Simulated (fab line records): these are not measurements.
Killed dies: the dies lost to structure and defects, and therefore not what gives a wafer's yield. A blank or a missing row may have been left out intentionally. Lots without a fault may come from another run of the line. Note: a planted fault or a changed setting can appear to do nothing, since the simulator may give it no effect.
fab line records	flow n5Finfet	part 1 of 2: steps 1 to 4 of 6
record: lots: 24	wafers: 72	lastDay: 19
route steps=1938 shown BEOL_M2@922 BEOL_M3@947
lots untouched by any fault: they come from a run of this same line in which no faults occurred
startH: the number of hours between the record's first day and the start of the first shown wafer of the lot	waitH: how many hours have passed since the lot's step before this one	" repeats the value in the row above	L1.1+2: a single row standing in for several wafers	- value missing, or start not given	* or withheld: withheld	< > ~ a bound
route shown NAME@n: names a module that has steps shown in the file, with the first one's number in the route	usual: the fault-free wafers' mean and standard deviation	same: alike in all rows	chamber/n: place in a boat	sites: readings site by site	_std_site: the values' standard deviation	_edge_site: the outer-site mean with the inner-site mean subtracted	radiusMm: for every site, how far away it sits from the centre of the wafer	mask NAME#n: copy n	behind: tool/chamber where the wafer was last shaped	hold: cause of the lot's hold/its duration in hours/its outcome	device: the n, p or np transistor that did not switch	end of line: tests of these same wafers at the route's end	step lacking rows: just its recipe	killed: count of dies lost to structure and defects at first sort (not the wafer's yield)	map: a wafer's dies, marking killed ones x, the rest . and places with no die _
set.NAME: setting as actually run; set.NAME@STEP: the setting as run at that earlier step	model.NAME: the simulator's own value behind a step, which no gauge read
a sample of lots followed through the steps of the route, with each step as a table and each wafer as a row
services: the hour from which a tool's chamber was out of use, counted from the record's first day as startH (under 0 if before that day), plus the number of hours and why
== steps ==
step: N5_BEOL_M2_ANNEAL_51
recipe: tempC: 225	timeS: 90	ambient: N2
usual: wafer_temp_C_max: 226.3/0.32
lot.wafer	tool	chamber	startH	waitH	wafer_temp_C_max
L074.2	rtpAnneal-02	0	148.48	0.1	227.1
L074.3	"	0	"	"	226.6
L074.5	"	0	"	"	226.3
L075.3	rtpAnneal-02	0	148.86	0.1	226.6
L075.4	"	0	"	"	226.2
L075.6	"	0	"	"	226.9
L077.1	rtpAnneal-01	0	184.82	0.1	226.3
L077.2	"	0	"	"	225.9
L077.5	"	0	"	"	226.3
L078.2	rtpAnneal-01	0	209.74	0.1	226.3
L078.3	"	0	"	"	226.0
L078.6	"	0	"	"	226.2
L083.1	rtpAnneal-02	0	213.17	0.1	226.0
L083.2	"	0	"	"	226.5
L083.5	"	0	"	"	226.7
L076.1	rtpAnneal-01	0	213.27	0.1	226.3
L076.5	"	0	"	"	225.8
L076.6	"	0	"	"	226.3
L080.1	rtpAnneal-02	0	213.63	0.1	226.4
L080.3	"	0	"	"	226.7
L080.4	"	0	"	"	226.5
L079.1	rtpAnneal-01	0	216.06	0.1	225.8
L079.2	"	0	"	"	226.0
L079.3	"	0	"	"	225.7
L081.1	rtpAnneal-01	0	216.33	0.1	225.9
L081.2	"	0	"	"	226.2
L081.4	"	0	"	"	227.2
L082.1	rtpAnneal-02	0	223.61	0.1	226.1
L082.2	"	0	"	"	226.8
L082.5	"	0	"	"	226.9
L084.2	rtpAnneal-01	0	225.73	0.1	226.4
L084.4	"	0	"	"	226.5
L084.6	"	0	"	"	225.8
L085.3	rtpAnneal-02	0	227.60	0.1	226.5
L085.5	"	0	"	"	227.3
L085.6	"	0	"	"	226.4
L088.1	rtpAnneal-01	0	230.18	0.1	225.9
L088.2	"	0	"	"	225.8
L088.4	"	0	"	"	226.2
L086.1	rtpAnneal-02	0	230.20	0.1	226.7
L086.2	"	0	"	"	226.1
L086.4	"	0	"	"	226.5
L087.4	rtpAnneal-02	0	235.33	0.2	226.5
L087.5	"	0	"	"	226.8
L087.6	"	0	"	"	226.4
L089.1	rtpAnneal-01	0	244.74	0.1	226.0
L089.3	"	0	"	"	226.3
L089.5	"	0	"	"	226.8
L090.1	rtpAnneal-01	0	255.55	0.1	226.3
L090.2	"	0	"	"	226.4
L090.4	"	0	"	"	226.2
L091.1	rtpAnneal-01	0	266.15	0.1	225.8
L091.3	"	0	"	"	225.7
L091.6	"	0	"	"	225.9
L092.3	rtpAnneal-02	0	271.97	0.2	227.0
L092.4	"	0	"	"	226.9
L092.5	"	0	"	"	226.2
L093.1	rtpAnneal-02	0	278.47	0.1	226.3
L093.3	"	0	"	"	226.8
L093.5	"	0	"	"	226.4
L094.1	rtpAnneal-02	0	280.52	0.1	226.3
L094.2	"	0	"	"	226.6
L094.5	"	0	"	"	226.3
L095.1	rtpAnneal-01	0	283.66	0.1	226.2
L095.5	"	0	"	"	226.2
L095.6	"	0	"	"	226.2
L096.3	rtpAnneal-02	0	293.62	0.1	226.5
L096.5	"	0	"	"	226.0
L096.6	"	0	"	"	226.1
L097.1	rtpAnneal-01	0	299.86	0.3	226.4
L097.3	"	0	"	"	226.2
L097.5	"	0	"	"	226.1
step: N5_BEOL_M2_PRE_CLEAN_60
recipe: gas: NH3/H2	timeS: 15	tempC: *	rfPowerW: 300
usual: heaterPowerW: 96/30
lot.wafer	tool	chamber	startH	waitH	heaterPowerW
L074.2	cvdCo-02	1	149.06	0.0	120
L074.3	"	0	"	"	112
L074.5	"	1	"	"	120
L075.3	cvdCo-02	1	149.41	0.0	120
L075.4	"	0	"	"	110
L075.6	"	1	"	"	119
L077.1	cvdCo-02	2	185.45	0.0	66
L077.2	"	0	"	"	113
L077.5	"	0	"	"	112
L078.2	cvdCo-02	2	210.32	0.0	65
L078.3	"	0	"	"	111
L078.6	"	2	"	"	66
L083.1	cvdCo-01	1	213.80	0.0	140
L083.2	"	0	"	"	70
L083.5	"	2	"	"	68
L076.1	cvdCo-01	0	214.05	0.1	70
L076.5	"	2	"	"	69
L076.6	"	1	"	"	137
L080.1	cvdCo-01	1	214.27	0.1	141
L080.3	"	2	"	"	69
L080.4	"	0	"	"	69
L079.1	cvdCo-01	1	216.69	0.0	139
L079.2	"	0	"	"	70
L079.3	"	2	"	"	68
L081.1	cvdCo-01	0	216.98	0.0	70
L081.2	"	1	"	"	140
L081.4	"	2	"	"	68
L082.1	cvdCo-02	0	224.24	0.0	112
L082.2	"	1	"	"	124
L082.5	"	0	"	"	113
L084.2	cvdCo-01	1	226.32	0.0	140
L084.4	"	2	"	"	69
L084.6	"	1	"	"	138
L085.3	cvdCo-01	1	228.18	0.1	139
L085.5	"	0	"	"	72
L085.6	"	2	"	"	69
L088.1	cvdCo-02	2	230.81	0.0	69
L088.2	"	1	"	"	123
L088.4	"	0	"	"	113
L086.1	cvdCo-01	1	231.01	0.0	141
L086.2	"	0	"	"	71
L086.4	"	1	"	"	138
L087.4	cvdCo-01	0	236.20	0.1	71
L087.5	"	1	"	"	143
L087.6	"	2	"	"	69
L089.1	cvdCo-02	1	245.37	0.0	119
L089.3	"	2	"	"	65
L089.5	"	2	"	"	65
L090.1	cvdCo-01	0	256.63	0.2	70
L090.2	"	2	"	"	68
L090.4	"	2	"	"	68
L091.1	cvdCo-02	1	266.78	0.0	120
L091.3	"	0	"	"	111
L091.6	"	1	"	"	123
L092.3	cvdCo-01	0	272.51	0.0	70
L092.4	"	1	"	"	139
L092.5	"	2	"	"	67
L093.1	cvdCo-01	1	279.10	0.0	142
L093.3	"	2	"	"	67
L093.5	"	0	"	"	70
L094.1	cvdCo-01	0	281.15	0.0	73
L094.2	"	1	"	"	140
L094.5	"	1	"	"	141
L095.1	cvdCo-01	2	284.29	0.0	68
L095.5	"	0	"	"	71
L095.6	"	1	"	"	140
L096.3	cvdCo-02	0	294.15	0.0	110
L096.5	"	0	"	"	113
L096.6	"	2	"	"	68
L097.1	cvdCo-02	0	300.49	0.0	109
L097.3	"	2	"	"	68
L097.5	"	2	"	"	67
step: N5_BEOL_M3_DESCUM_16
recipe: chemistry: O2	timeS: 7	sourcePowerW: 50	biasPowerW: 20	pressureMtorr: 20	rfFrequencyHz: 2.712e+07	tempC: 40	resist: CAR-EUV	o2FlowSccm: 225
usual: drypumpMotorCurrentA: 5.75/0.28	oesProductAu: 0.77/0.077	rfVppV: 242.8/1.4	showerheadPlenumPTorr: 2.07/0.062	tempC: 40.01/0.099	throttleValvePct: 20.4/0.35
lot.wafer	tool	chamber	startH	waitH	drypumpMotorCurrentA	oesProductAu	rfHoursCounterH	rfVppV	showerheadPlenumPTorr	tempC	throttleValvePct
L074.2	rieDiel-05	0	150.33	0.0	5.75	0.74	176	242.7	2.08	40.15	20.5
L074.3	"	2	"	"	5.66	0.71	224	241.8	2.09	40.08	21.0
L074.5	"	0	"	"	5.77	0.74	-	243.2	2.08	40.13	20.5
L075.3	rieDiel-01	0	150.55	0.0	5.67	0.84	56	241.8	2.05	40.10	20.0
L075.4	"	1	"	"	6.12	0.84	-	243.1	2.10	40.01	20.2
L075.6	"	0	"	"	5.65	0.84	-	243.1	2.05	40.13	20.0
L077.1	rieDiel-06	2	186.93	0.0	5.99	0.77	125	242.9	2.04	40.12	20.7
L077.2	"	1	"	"	6.23	0.73	212	240.5	1.97	39.98	20.2
L077.5	"	0	"	"	5.87	0.75	-	242.7	2.15	40.04	20.3
L078.2	rieDiel-06	0	211.78	0.0	5.91	0.75	154	243.1	2.15	39.99	20.3
L078.3	"	2	"	"	6.03	0.77	131	243.3	2.04	40.20	20.7
L078.6	"	2	"	"	6.01	0.77	-	242.9	2.04	40.15	20.7
L083.1	rieDiel-06	3	216.83	0.0	5.41	0.83	57	243.7	2.18	40.05	20.2
L083.2	"	1	"	"	6.26	0.72	219	241.7	1.97	40.03	20.2
L083.5	"	1	"	"	6.25	0.72	-	240.2	1.97	40.04	20.2
L076.1	rieDiel-05	1	216.87	0.0	5.17	0.70	184	241.9	2.00	39.96	20.8
L076.5	"	2	"	"	5.64	0.68	-	241.9	2.09	40.04	21.0
L076.6	"	1	"	"	5.16	0.70	-	242.1	2.00	39.93	20.8
L080.1	rieDiel-01	3	216.91	0.0	5.85	0.92	10	245.2	2.11	39.91	19.8
L080.3	"	1	"	"	6.14	0.83	79	245.0	2.09	40.07	20.3
L080.4	"	0	"	"	5.65	0.81	78	243.0	2.05	40.04	20.0
L079.1	rieDiel-01	3	217.67	0.0	5.85	0.92	10	244.7	2.11	40.04	19.8
L079.2	"	1	"	"	6.10	0.83	79	243.4	2.09	39.89	20.3
L079.3	"	0	"	"	5.67	0.82	78	241.6	2.05	39.99	20.0
L081.1	rieDiel-01	0	220.06	0.2	5.65	0.80	79	241.3	2.05	39.93	20.0
L081.2	"	3	"	"	5.84	0.91	11	243.8	2.11	39.77	19.8
L081.4	"	2	"	"	5.67	0.69	217	244.2	2.15	40.10	20.6
L082.1	rieDiel-01	2	225.77	0.0	5.65	0.70	219	244.2	2.15	39.89	20.6
L082.2	"	3	"	"	5.87	0.91	13	243.0	2.11	39.87	19.8
L082.5	"	2	"	"	5.66	0.69	-	242.5	2.15	40.10	20.6
L084.2	rieDiel-01	0	228.02	0.0	5.67	0.81	82	242.9	2.04	40.04	20.0
L084.4	"	3	"	"	5.84	0.90	-	244.6	2.11	39.89	19.8
L084.6	"	2	"	"	5.67	0.69	-	243.5	2.15	39.94	20.6
L085.3	rieDiel-06	3	231.44	0.0	5.43	0.83	61	244.3	2.18	39.84	20.2
L085.5	"	2	"	"	6.02	0.75	-	240.9	2.03	39.97	20.7
L085.6	"	1	"	"	6.26	0.72	-	241.6	1.97	40.10	20.1
L088.1	rieDiel-05	2	232.58	0.1	5.63	0.68	245	242.0	2.08	39.96	21.1
L088.2	"	0	"	"	5.71	0.72	202	243.8	2.07	39.98	20.5
L088.4	"	3	"	"	5.75	0.82	101	242.5	2.01	39.92	20.0
L086.1	rieDiel-05	2	232.81	0.1	5.67	0.69	246	242.4	2.08	39.93	21.1
L086.2	"	0	"	"	5.74	0.72	202	242.2	2.08	40.12	20.5
L086.4	"	3	"	"	5.78	0.82	101	241.4	2.01	40.09	20.0
L087.4	rieDiel-01	3	239.08	0.0	5.86	0.89	-	243.4	2.11	39.98	19.8
L087.5	"	0	"	"	5.68	0.81	-	241.2	2.04	39.97	20.0
L087.6	"	2	"	"	5.69	0.70	-	243.6	2.15	40.07	20.6
L089.1	rieDiel-06	3	248.46	0.0	5.41	0.81	66	245.0	2.18	40.11	20.2
L089.3	"	2	"	"	6.02	0.75	141	242.7	2.03	40.11	20.7
L089.5	"	3	"	"	5.39	0.82	-	243.8	2.18	40.09	20.2
L090.1	rieDiel-06	2	258.98	0.0	5.98	0.75	144	242.3	2.03	40.02	20.7
L090.2	"	1	"	"	6.26	0.71	231	242.3	1.97	40.07	20.2
L090.4	"	0	"	"	5.88	0.73	168	244.0	2.15	39.93	20.3
L091.1	rieDiel-06	2	268.67	0.0	6.00	0.74	146	241.9	2.03	40.14	20.7
L091.3	"	0	"	"	5.87	0.72	169	243.3	2.15	39.99	20.4
L091.6	"	2	"	"	6.00	0.74	-	241.1	2.03	39.97	20.7
L092.3	rieDiel-01	0	275.81	0.2	5.67	0.80	97	241.7	2.04	40.04	20.0
L092.4	"	3	"	"	5.88	0.87	28	245.5	2.10	39.96	19.8
L092.5	"	3	"	"	5.86	0.87	-	245.3	2.10	40.09	19.9
L093.1	rieDiel-01	3	281.19	0.5	5.87	0.87	30	245.0	2.10	39.98	19.9
L093.3	"	1	"	"	6.09	0.81	92	242.9	2.09	39.94	20.3
L093.5	"	3	"	"	5.86	0.87	-	243.8	2.10	39.97	19.9
L094.1	rieDiel-05	1	282.12	0.0	5.19	0.69	202	241.0	1.99	40.10	20.8
L094.2	"	2	"	"	5.65	1.01	5	242.6	2.08	40.06	20.6
L094.5	"	2	"	"	5.63	0.99	-	242.1	2.08	40.12	20.6
L095.1	rieDiel-05	3	286.02	0.0	5.76	0.80	116	241.7	2.01	39.87	20.0
L095.5	"	1	"	"	5.16	0.69	-	240.3	1.99	39.98	20.8
L095.6	"	0	"	"	5.78	0.72	-	242.2	2.07	39.88	20.6
L096.3	rieDiel-05	1	295.51	0.0	5.21	0.68	205	241.3	1.99	40.07	20.8
L096.5	"	0	"	"	5.77	0.71	-	244.1	2.07	40.05	20.5
L096.6	"	1	"	"	5.18	0.69	-	240.2	1.99	39.94	20.8
L097.1	rieDiel-05	0	301.45	0.0	5.79	0.71	218	243.6	2.07	39.97	20.5
L097.3	"	3	"	"	5.76	0.79	120	241.6	2.00	39.88	20.0
L097.5	"	2	"	"	5.64	0.99	-	241.7	2.08	40.15	20.6
step: N5_BEOL_M3_ETCH_74
recipe: chemistry: N2/H2	target: underlayer	targetDepthA: 65	maskMaterial: CAR-EUV	timeS: 5.2	ionEnergyEv: 200	pressureMtorr: 30	sourceW: 840	biasW: 150	n2FlowSccm: 200	h2FlowSccm: 200	ends: cleared
usual: drypumpMotorCurrentA: 5.75/0.28	etchRfOnTimeS: 5.23/0.18	oesProductAu: 0.66/0.068	rfVppV: 523.4/2.7	showerheadPlenumPTorr: 2.52/0.087	throttleValvePct: 17.8/0.32
lot.wafer	tool	chamber	startH	waitH	drypumpMotorCurrentA	etchRfOnTimeS	oesProductAu	rfHoursCounterH	rfVppV	showerheadPlenumPTorr	throttleValvePct
L074.2	rieDiel-05	0	150.36	0.0	5.80	5.44	0.62	176	525.6	2.52	17.8
L074.3	"	2	"	"	5.62	5.63	0.58	224	523.4	2.51	18.2
L074.5	"	0	"	"	5.79	5.38	0.62	-	522.0	2.52	17.8
L075.3	rieDiel-01	0	150.59	0.0	5.66	5.21	0.71	56	524.5	2.47	17.3
L075.4	"	1	"	"	6.11	5.26	0.71	-	524.4	2.59	18.0
L075.6	"	0	"	"	5.67	5.22	0.72	-	522.2	2.47	17.4
L077.1	rieDiel-06	2	186.97	0.0	6.00	5.31	0.63	125	520.1	2.47	18.2
L077.2	"	1	"	"	6.25	5.03	0.64	212	521.2	2.42	17.7
L077.5	"	0	"	"	5.92	5.15	0.64	-	524.4	2.64	18.0
L078.2	rieDiel-06	0	211.81	0.0	5.91	5.15	0.64	154	525.4	2.64	18.0
L078.3	"	2	"	"	6.00	5.32	0.63	131	522.5	2.47	18.2
L078.6	"	2	"	"	5.99	5.37	0.62	-	519.4	2.47	18.2
L083.1	rieDiel-06	3	216.86	0.0	5.42	5.49	0.68	57	526.5	2.69	17.8
L083.2	"	1	"	"	6.26	5.09	0.63	219	522.2	2.42	17.7
L083.5	"	1	"	"	6.29	5.11	0.62	-	521.4	2.42	17.7
L076.1	rieDiel-05	1	216.90	0.0	5.15	5.34	0.61	184	519.0	2.40	17.9
L076.5	"	2	"	"	5.66	5.75	0.56	-	525.4	2.50	18.2
L076.6	"	1	"	"	5.17	5.27	0.60	-	522.0	2.41	18.0
L080.1	rieDiel-01	3	216.94	0.0	5.88	4.99	0.81	10	526.1	2.57	17.2
L080.3	"	1	"	"	6.10	5.27	0.69	79	523.4	2.59	18.0
L080.4	"	0	"	"	5.67	5.26	0.70	78	519.9	2.46	17.4
L079.1	rieDiel-01	3	217.71	0.0	5.83	4.98	0.80	10	525.4	2.57	17.2
L079.2	"	1	"	"	6.13	5.18	0.69	79	524.3	2.59	18.0
L079.3	"	0	"	"	5.72	5.20	0.70	78	523.3	2.47	17.4
L081.1	rieDiel-01	0	220.09	0.0	5.67	5.18	0.70	79	520.9	2.46	17.4
L081.2	"	3	"	"	5.84	4.92	0.82	11	525.8	2.57	17.2
L081.4	"	2	"	"	5.65	5.13	0.61	217	524.4	2.63	18.2
L082.1	rieDiel-01	2	225.81	0.0	5.67	5.12	0.60	219	525.8	2.63	18.2
L082.2	"	3	"	"	5.87	5.05	0.80	13	526.4	2.57	17.2
L082.5	"	2	"	"	5.67	5.21	0.60	-	526.0	2.63	18.2
L084.2	rieDiel-01	0	228.06	0.0	5.70	5.17	0.70	82	522.5	2.46	17.4
L084.4	"	3	"	"	5.84	4.99	0.80	-	527.5	2.57	17.2
L084.6	"	2	"	"	5.64	5.12	0.60	-	525.8	2.63	18.2
L085.3	rieDiel-06	3	231.47	0.0	5.42	5.38	0.70	61	527.1	2.69	17.8
L085.5	"	2	"	"	6.02	5.40	0.63	-	522.8	2.47	18.2
L085.6	"	1	"	"	6.30	5.14	0.62	-	522.2	2.42	17.7
L088.1	rieDiel-05	2	232.62	0.0	5.67	5.79	0.57	245	522.2	2.50	18.3
L088.2	"	0	"	"	5.75	5.44	0.60	202	525.3	2.51	17.9
L088.4	"	3	"	"	5.76	4.99	0.71	101	519.1	2.47	17.5
L086.1	rieDiel-05	2	232.84	0.0	5.65	5.75	0.56	246	523.4	2.50	18.3
L086.2	"	0	"	"	5.77	5.40	0.60	202	522.9	2.51	17.9
L086.4	"	3	"	"	5.77	4.94	0.72	101	522.6	2.47	17.6
L087.4	rieDiel-01	3	239.11	0.0	5.86	5.08	0.79	-	524.8	2.57	17.2
L087.5	"	0	"	"	5.67	5.29	0.69	-	522.1	2.46	17.4
L087.6	"	2	"	"	5.67	5.19	0.59	-	527.4	2.63	18.2
L089.1	rieDiel-06	3	248.49	0.0	5.40	5.32	0.68	66	526.4	2.69	17.9
L089.3	"	2	"	"	5.99	5.24	0.63	141	519.8	2.46	18.2
L089.5	"	3	"	"	5.43	5.35	0.69	-	528.3	2.69	17.9
L090.1	rieDiel-06	2	259.01	0.0	5.99	5.25	0.63	144	523.0	2.46	18.2
L090.2	"	1	"	"	6.29	4.99	0.63	231	520.0	2.42	17.7
L090.4	"	0	"	"	5.93	5.22	0.62	168	527.9	2.63	17.9
L091.1	rieDiel-06	2	268.71	0.0	5.98	5.28	0.62	146	522.3	2.46	18.2
L091.3	"	0	"	"	5.90	5.23	0.63	169	525.8	2.63	18.0
L091.6	"	2	"	"	6.01	5.24	0.62	-	521.2	2.46	18.2
L092.3	rieDiel-01	0	275.84	0.0	5.65	5.17	0.68	97	522.6	2.46	17.4
L092.4	"	3	"	"	5.86	5.04	0.77	28	525.6	2.56	17.3
L092.5	"	3	"	"	5.84	5.03	0.78	-	525.0	2.56	17.3
L093.1	rieDiel-01	3	281.23	0.0	5.86	5.07	0.77	30	525.1	2.56	17.3
L093.3	"	1	"	"	6.10	5.21	0.70	92	522.2	2.58	18.0
L093.5	"	3	"	"	5.85	5.03	0.76	-	523.1	2.56	17.3
L094.1	rieDiel-05	1	282.16	0.0	5.19	5.29	0.60	202	521.2	2.40	18.0
L094.2	"	2	"	"	5.65	5.37	0.81	5	520.6	2.49	17.8
L094.5	"	2	"	"	5.65	5.36	0.82	-	522.7	2.49	17.8
L095.1	rieDiel-05	3	286.05	0.0	5.76	5.01	0.69	116	524.6	2.46	17.6
L095.5	"	1	"	"	5.21	5.25	0.60	-	519.6	2.40	18.0
L095.6	"	0	"	"	5.80	5.42	0.60	-	523.5	2.50	17.9
L096.3	rieDiel-05	1	295.54	0.0	5.24	5.28	0.59	205	520.9	2.40	18.0
L096.5	"	0	"	"	5.80	5.46	0.59	-	522.8	2.50	17.9
L096.6	"	1	"	"	5.23	5.26	0.60	-	522.2	2.39	18.0
L097.1	rieDiel-05	0	301.48	0.0	5.79	5.44	0.60	218	523.2	2.50	17.9
L097.3	"	3	"	"	5.76	5.03	0.69	120	520.2	2.46	17.6
L097.5	"	2	"	"	5.66	5.41	0.81	-	523.9	2.49	17.8
